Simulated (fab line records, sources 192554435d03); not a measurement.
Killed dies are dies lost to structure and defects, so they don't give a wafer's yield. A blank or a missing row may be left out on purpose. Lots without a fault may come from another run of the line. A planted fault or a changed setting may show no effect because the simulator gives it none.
A struck lot beside a sound one | flow n5_finfet | 24 steps out of a route of 1938
Sound: wafers L702.4, L702.5, L702.6. Struck: wafers L711.2, L711.5, L711.6. The cause comes at the end.
At each step with rows: each side's tool, then ch and its chambers, then its first start. Under that, the readings that differ: sound wafers | struck wafers | difference of the means | sigmas: that difference in standard deviations of wafers without a fault.
alike: readings whose means differ by less than 2 such deviations, and words and numbers that are the same on both sides. not compared: withheld readings, readings that some wafer has no value for, bounds like >300 that may hide the same value, and numbers for which the record gives no deviation and whose values overlap.
The two part at a step that has a row with sigmas, a row that says differs or no value, or rows on one side only. Numbers that don't overlap but have no deviation are shown without sigmas and don't part them. A reading that every wafer of one side lacks parts them only if that side has two wafers or more.

first, 11 steps without rows for these wafers: N5_BEOL_M7_ETCH_62 (etches SOC in N2/H2, target depth 110 nm, overetch 22 nm, time 165 s); N5_BEOL_M7_STRIP_68 (strips in N2/H2); N5_BEOL_M7_STRIP_67 (strips in CF4); N5_BEOL_M7_HM_OPEN_17 (chemistry Cl2/BCl3, target TiN, target depth 20 nm, overetch 6 nm); N5_BEOL_M7_STRIP_19 (strips in O2); N5_BEOL_M7_COAT_63 (time 60 s, resist thk 60 nm); N5_BEOL_M7_COAT_64 (time 60 s, resist thk 12 nm); N5_BEOL_M7_COAT_71 (time 60 s, resist thk 5 nm); N5_BEOL_M7_COAT_22 (resist thk 30 nm); N5_BEOL_M7_EBR_24; N5_BEOL_M7_SOFTBAKE_23 (time 60 s).
N5_BEOL_M7_EXPOSE_25: exposes mask V6, target cd 40 nm.
  sound on euv_scanner-02 ch 0, day 9 23:31; struck on euv_scanner-02 ch 0, day 12 08:15
  reading              | sound             | struck            | difference | sigmas
  exposure_dose_mJ_cm2 | 42.48 42.47 42.52 | 43.94 43.97 43.97 | +1.47      | +38
  alike: mask
then, 2 steps without rows for these wafers: N5_BEOL_M7_PEB_26 (peb time 60 s); N5_BEOL_M7_DEVELOP_27 (develop time 30 s).
N5_BEOL_M7_CD_MEAS_28: target cd 40 nm.
  sound on cd_sem-02 ch 0, day 9 23:38; struck on cd_sem-01 ch 0, day 12 08:22
  reading    | sound             | struck            | difference | sigmas
  cd_nm (nm) | 39.94 40.02 40.03 | 40.56 41.09 40.90 | +0.85      | +4
N5_BEOL_M7_DESCUM_33: chemistry O2, time 7 s.
  sound on rie_diel-02 ch 0,1,2, day 9 23:47; struck on rie_diel-05 ch 0,3, day 12 08:29
  reading                  | sound             | struck            | difference | sigmas
  rf_vpp_V (V)             | 242.5 243.3 245.2 | 241.5 240.6 240.2 | -2.9       | -2
  model.BEOL_M7.cd_nm (nm) | 39.8 40 40        | 41 40.8 41        | +1         |
  alike: drypump_motor_current_A, oes_product_au, showerhead_plenum_p_Torr, throttle_valve_pct
  not compared: rf_hours_counter_h
then, 5 steps without rows for these wafers: N5_BEOL_M7_ETCH_72 (etches underlayer in N2/H2, target depth 6.5 nm, time 5.2 s); N5_BEOL_M7_ETCH_65 (etches SiARC in CF4, target depth 15.6 nm, time 26 s); N5_BEOL_M7_ETCH_66 (etches SOC in N2/H2, target depth 80 nm, overetch 16 nm, time 120 s); N5_BEOL_M7_STRIP_69 (strips in N2/H2); N5_BEOL_M7_STRIP_73 (strips in N2/H2).
N5_BEOL_M7_VIA_ETCH_34: etches SiCOH lowk in C4F6/O2, target depth 125.5 nm, time 50.5 s.
  sound on rie_diel-02 ch 0,1,2, day 9 23:58; struck on rie_diel-05 ch 0,3, day 12 08:46
  reading                  | sound        | struck         | difference | sigmas
  model.BEOL_M7.cd_nm (nm) | 39.6 39.8 40 | 40.8 40.8 40.8 | +1.0       |
  alike: O2_flow_sccm, drypump_motor_current_A, mfc_ar_sccm, oes_o_777_au, oes_product_au, rf_vpp_V, showerhead_plenum_p_Torr, throttle_valve_pct
  not compared: rf_hours_counter_h
then, 2 steps without rows for these wafers: N5_BEOL_M7_STRIP_76 (strips in C4F6/O2); N5_PASSIVATION_PROBE_49.

WHERE THEY PART
First at N5_BEOL_M7_EXPOSE_25; last, within this record, at N5_BEOL_M7_DESCUM_33. Later steps at which nothing parts them and some readings are alike: N5_BEOL_M7_VIA_ETCH_34.

WHY: what the simulator had put in
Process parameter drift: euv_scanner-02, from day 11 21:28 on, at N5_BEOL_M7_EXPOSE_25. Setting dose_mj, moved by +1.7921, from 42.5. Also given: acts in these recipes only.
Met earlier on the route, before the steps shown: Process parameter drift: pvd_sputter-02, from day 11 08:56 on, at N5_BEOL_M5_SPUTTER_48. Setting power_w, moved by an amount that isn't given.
